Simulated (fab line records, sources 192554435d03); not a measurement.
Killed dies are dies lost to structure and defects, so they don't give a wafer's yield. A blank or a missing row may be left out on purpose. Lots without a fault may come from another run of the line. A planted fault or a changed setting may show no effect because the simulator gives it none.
Chamber matching | flow n5_finfet | N5_BEOL_M2_STRIP_66 on rie_diel-01: 4 sister chambers
The step strips in CF4. 4 wafers are shown with their chamber, then 9 later ones without.

WAFERS WITH THEIR CHAMBER
wafer  | chamber | drypump_motor_current_A (A)
L080.3 | 2       | 5.8
L093.1 | 0       | 5.1
L093.3 | 1       | 5.5
L093.4 | 3       | 5.2

WAFERS WITHOUT THEIR CHAMBER
wafer  | drypump_motor_current_A (A)
L094.1 | 5.5
L094.5 | 5.6
L094.6 | 5.2
L096.1 | 5.1
L096.2 | 5.6
L096.5 | 5.5
L095.2 | 5.6
L095.3 | 5.7
L095.5 | 5.8

WHICH CHAMBER EACH WENT THROUGH
wafer  | from the rows above     | in truth
L094.1 | 1                       | 1
L094.5 | can't be placed: 1 or 2 | 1
L094.6 | can't be placed: 3 or 0 | 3
L096.1 | can't be placed: 0 or 3 | 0
L096.2 | can't be placed: 1 or 2 | 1
L096.5 | 1                       | 1
L095.2 | can't be placed: 1 or 2 | 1
L095.3 | can't be placed: 2 or 1 | 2
L095.5 | 2                       | 2
Placed correctly: 3 of 9. Can't be placed from these rows: 6 (the true chamber is among the candidates in 6). Placed wrongly: 0.
How it was worked out, from the rows above alone: a wafer's distance from a chamber is the root of the sum, over the readings, of the square of ((its reading less the chamber's mean) divided by the reading's scatter). The wafer belongs to the nearest chamber; if the next one is less than 2 further off, it can't be placed. A chamber's mean is the mean of its shown wafers. The scatter: with one shown wafer a chamber, the root of the mean of the squares of how far each hidden wafer lies from its nearest shown one.
